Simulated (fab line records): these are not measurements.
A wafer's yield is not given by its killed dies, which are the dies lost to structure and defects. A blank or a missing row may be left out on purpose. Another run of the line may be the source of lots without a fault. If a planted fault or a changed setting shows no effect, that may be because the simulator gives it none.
Split-lot trial :: flow n5Finfet :: route with 1938 steps; 7 lots, 39 wafers read

## ON THE SPLIT
At N5_MIM_BOT_SPUTTER_00 (material TiN, target thk 35 nm, time 89.7 s), the setting timeS was moved away from the recipe's 89.7 s on 15 of the 39 wafers read, by -57.0% to +59.3%. The other wafers ran this setting at the recipe's value.

Reading taken at the split's own step.

## THE READING
TiN_of_MIM_BOT_SPUTTER_00.thkNm (the simulator's own value, which no gauge read), in nm, at N5_MIM_BOT_SPUTTER_00 (material TiN, target thk 35 nm, time 89.7 s). The file gives no usual value for it. Here, 24 wafers ran the recipe; their average is 34.7 nm with a standard deviation of 0.2 nm.

wafer: L079.1
tool, chamber at the split: pvdSputter-02, -
timeS as run, s: 89.7
against the recipe: recipe
TiN_of_MIM_BOT_SPUTTER_00.thkNm, nm: 35
against lot-mates on the recipe: -

wafer: L079.2
tool, chamber at the split: pvdSputter-02, -
timeS as run, s: 89.7
against the recipe: recipe
TiN_of_MIM_BOT_SPUTTER_00.thkNm, nm: 34.8
against lot-mates on the recipe: -

wafer: L079.6
tool, chamber at the split: pvdSputter-02, -
timeS as run, s: 89.7
against the recipe: recipe
TiN_of_MIM_BOT_SPUTTER_00.thkNm, nm: 34.8
against lot-mates on the recipe: -

wafer: L079.3
tool, chamber at the split: pvdSputter-02, -
timeS as run, s: 60.53
against the recipe: -32.5%
TiN_of_MIM_BOT_SPUTTER_00.thkNm, nm: 23.6
against lot-mates on the recipe: -11.3

wafer: L079.4
tool, chamber at the split: pvdSputter-02, -
timeS as run, s: 60.53
against the recipe: -32.5%
TiN_of_MIM_BOT_SPUTTER_00.thkNm, nm: 23.6
against lot-mates on the recipe: -11.3

wafer: L079.5
tool, chamber at the split: pvdSputter-02, -
timeS as run, s: 60.53
against the recipe: -32.5%
TiN_of_MIM_BOT_SPUTTER_00.thkNm, nm: 23.8
against lot-mates on the recipe: -11.1

wafer: L081.1
tool, chamber at the split: pvdSputter-03, -
timeS as run, s: 89.7
against the recipe: recipe
TiN_of_MIM_BOT_SPUTTER_00.thkNm, nm: 34.6
against lot-mates on the recipe: -

wafer: L081.4
tool, chamber at the split: pvdSputter-03, -
timeS as run, s: 89.7
against the recipe: recipe
TiN_of_MIM_BOT_SPUTTER_00.thkNm, nm: 34.6
against lot-mates on the recipe: -

wafer: L081.6
tool, chamber at the split: pvdSputter-03, -
timeS as run, s: 89.7
against the recipe: recipe
TiN_of_MIM_BOT_SPUTTER_00.thkNm, nm: 34.6
against lot-mates on the recipe: -

wafer: L081.2
tool, chamber at the split: pvdSputter-03, -
timeS as run, s: 89.7
against the recipe: recipe
TiN_of_MIM_BOT_SPUTTER_00.thkNm, nm: 34.8
against lot-mates on the recipe: -

wafer: L081.3
tool, chamber at the split: pvdSputter-03, -
timeS as run, s: 89.7
against the recipe: recipe
TiN_of_MIM_BOT_SPUTTER_00.thkNm, nm: 34.8
against lot-mates on the recipe: -

wafer: L081.5
tool, chamber at the split: pvdSputter-03, -
timeS as run, s: 89.7
against the recipe: recipe
TiN_of_MIM_BOT_SPUTTER_00.thkNm, nm: 35
against lot-mates on the recipe: -

wafer: L086.1
tool, chamber at the split: pvdSputter-01, -
timeS as run, s: 89.7
against the recipe: recipe
TiN_of_MIM_BOT_SPUTTER_00.thkNm, nm: 34.6
against lot-mates on the recipe: -

wafer: L086.4
tool, chamber at the split: pvdSputter-01, -
timeS as run, s: 89.7
against the recipe: recipe
TiN_of_MIM_BOT_SPUTTER_00.thkNm, nm: 34.6
against lot-mates on the recipe: -

wafer: L086.6
tool, chamber at the split: pvdSputter-01, -
timeS as run, s: 89.7
against the recipe: recipe
TiN_of_MIM_BOT_SPUTTER_00.thkNm, nm: 34.6
against lot-mates on the recipe: -

wafer: L086.2
tool, chamber at the split: pvdSputter-01, -
timeS as run, s: 142.9
against the recipe: +59.3%
TiN_of_MIM_BOT_SPUTTER_00.thkNm, nm: 55.2
against lot-mates on the recipe: +20.6

wafer: L086.5
tool, chamber at the split: pvdSputter-01, -
timeS as run, s: 142.9
against the recipe: +59.3%
TiN_of_MIM_BOT_SPUTTER_00.thkNm, nm: 55.2
against lot-mates on the recipe: +20.6

wafer: L086.3
tool, chamber at the split: pvdSputter-01, -
timeS as run, s: 142.9
against the recipe: +59.3%
TiN_of_MIM_BOT_SPUTTER_00.thkNm, nm: 55.6
against lot-mates on the recipe: +21.0

wafer: L085.1
tool, chamber at the split: pvdSputter-02, -
timeS as run, s: 89.7
against the recipe: recipe
TiN_of_MIM_BOT_SPUTTER_00.thkNm, nm: 34.4
against lot-mates on the recipe: -

wafer: L085.2
tool, chamber at the split: pvdSputter-02, -
timeS as run, s: 38.6
against the recipe: -57.0%
TiN_of_MIM_BOT_SPUTTER_00.thkNm, nm: 14.8
against lot-mates on the recipe: -19.6

wafer: L085.4
tool, chamber at the split: pvdSputter-02, -
timeS as run, s: 38.6
against the recipe: -57.0%
TiN_of_MIM_BOT_SPUTTER_00.thkNm, nm: 14.8
against lot-mates on the recipe: -19.6

wafer: L085.3
tool, chamber at the split: pvdSputter-02, -
timeS as run, s: 89.7
against the recipe: recipe
TiN_of_MIM_BOT_SPUTTER_00.thkNm, nm: 34.6
against lot-mates on the recipe: -

wafer: L085.5
tool, chamber at the split: pvdSputter-02, -
timeS as run, s: 89.7
against the recipe: recipe
TiN_of_MIM_BOT_SPUTTER_00.thkNm, nm: 34.2
against lot-mates on the recipe: -

wafer: L085.6
tool, chamber at the split: pvdSputter-02, -
timeS as run, s: 38.6
against the recipe: -57.0%
TiN_of_MIM_BOT_SPUTTER_00.thkNm, nm: 14.4
against lot-mates on the recipe: -20.0

wafer: L087.1
tool, chamber at the split: pvdSputter-03, -
timeS as run, s: 68.45
against the recipe: -23.7%
TiN_of_MIM_BOT_SPUTTER_00.thkNm, nm: 26.6
against lot-mates on the recipe: -8.2

wafer: L087.3
tool, chamber at the split: pvdSputter-03, -
timeS as run, s: 68.45
against the recipe: -23.7%
TiN_of_MIM_BOT_SPUTTER_00.thkNm, nm: 26.6
against lot-mates on the recipe: -8.2

wafer: L087.5
tool, chamber at the split: pvdSputter-03, -
timeS as run, s: 68.45
against the recipe: -23.7%
TiN_of_MIM_BOT_SPUTTER_00.thkNm, nm: 26.6
against lot-mates on the recipe: -8.2

wafer: L087.2
tool, chamber at the split: pvdSputter-03, -
timeS as run, s: 89.7
against the recipe: recipe
TiN_of_MIM_BOT_SPUTTER_00.thkNm, nm: 34.8
against lot-mates on the recipe: -

wafer: L087.4
tool, chamber at the split: pvdSputter-03, -
timeS as run, s: 89.7
against the recipe: recipe
TiN_of_MIM_BOT_SPUTTER_00.thkNm, nm: 35
against lot-mates on the recipe: -

wafer: L087.6
tool, chamber at the split: pvdSputter-03, -
timeS as run, s: 89.7
against the recipe: recipe
TiN_of_MIM_BOT_SPUTTER_00.thkNm, nm: 34.6
against lot-mates on the recipe: -

wafer: L091.1
tool, chamber at the split: pvdSputter-02, -
timeS as run, s: 128.5
against the recipe: +43.3%
TiN_of_MIM_BOT_SPUTTER_00.thkNm, nm: 49.4
against lot-mates on the recipe: +14.6

wafer: L091.2
tool, chamber at the split: pvdSputter-02, -
timeS as run, s: 89.7
against the recipe: recipe
TiN_of_MIM_BOT_SPUTTER_00.thkNm, nm: 34.8
against lot-mates on the recipe: -

wafer: L091.3
tool, chamber at the split: pvdSputter-02, -
timeS as run, s: 89.7
against the recipe: recipe
TiN_of_MIM_BOT_SPUTTER_00.thkNm, nm: 34.8
against lot-mates on the recipe: -

wafer: L091.5
tool, chamber at the split: pvdSputter-02, -
timeS as run, s: 89.7
against the recipe: recipe
TiN_of_MIM_BOT_SPUTTER_00.thkNm, nm: 34.8
against lot-mates on the recipe: -

wafer: L091.4
tool, chamber at the split: pvdSputter-02, -
timeS as run, s: 128.5
against the recipe: +43.3%
TiN_of_MIM_BOT_SPUTTER_00.thkNm, nm: 50.2
against lot-mates on the recipe: +15.4

wafer: L091.6
tool, chamber at the split: pvdSputter-02, -
timeS as run, s: 128.5
against the recipe: +43.3%
TiN_of_MIM_BOT_SPUTTER_00.thkNm, nm: 49.8
against lot-mates on the recipe: +15.0

wafer: L094.1
tool, chamber at the split: pvdSputter-03, -
timeS as run, s: 89.7
against the recipe: recipe
TiN_of_MIM_BOT_SPUTTER_00.thkNm, nm: 35
against lot-mates on the recipe: -

wafer: L094.3
tool, chamber at the split: pvdSputter-03, -
timeS as run, s: 89.7
against the recipe: recipe
TiN_of_MIM_BOT_SPUTTER_00.thkNm, nm: 34.8
against lot-mates on the recipe: -

wafer: L094.4
tool, chamber at the split: pvdSputter-03, -
timeS as run, s: 89.7
against the recipe: recipe
TiN_of_MIM_BOT_SPUTTER_00.thkNm, nm: 34.4
against lot-mates on the recipe: -

THE FIT
A straight line over all 39 wafers: TiN_of_MIM_BOT_SPUTTER_00.thkNm changes by +0.348 nm for each +1% of timeS; r = +1.00; the points scatter about the line by 0.23 nm.
The same after taking each lot's own level away (the mean of its wafers on the recipe; 39 wafers): +0.347 nm for each +1%; r = +1.00; scatter 0.18 nm.
The reading moves by 21 nm for the largest change in timeS, on that fit.
From 34.40 to 34.87 nm: that is the span of the lots' own levels, equal to 2.3 times the standard deviation above.
Hence the lot-to-lot level has little effect on the slope; both slopes agree.
Check: for one of the wafers moved furthest among these (+59.3%), held out of the fit, the line's prediction against its lot-mates is +20.6 nm. Against them it came out at +20.6 nm.

## FILE'S OWN FIT
TiN_of_MIM_BOT_SPUTTER_00.thkNm changes by +0.347 nm for each +1% of timeS, r = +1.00.
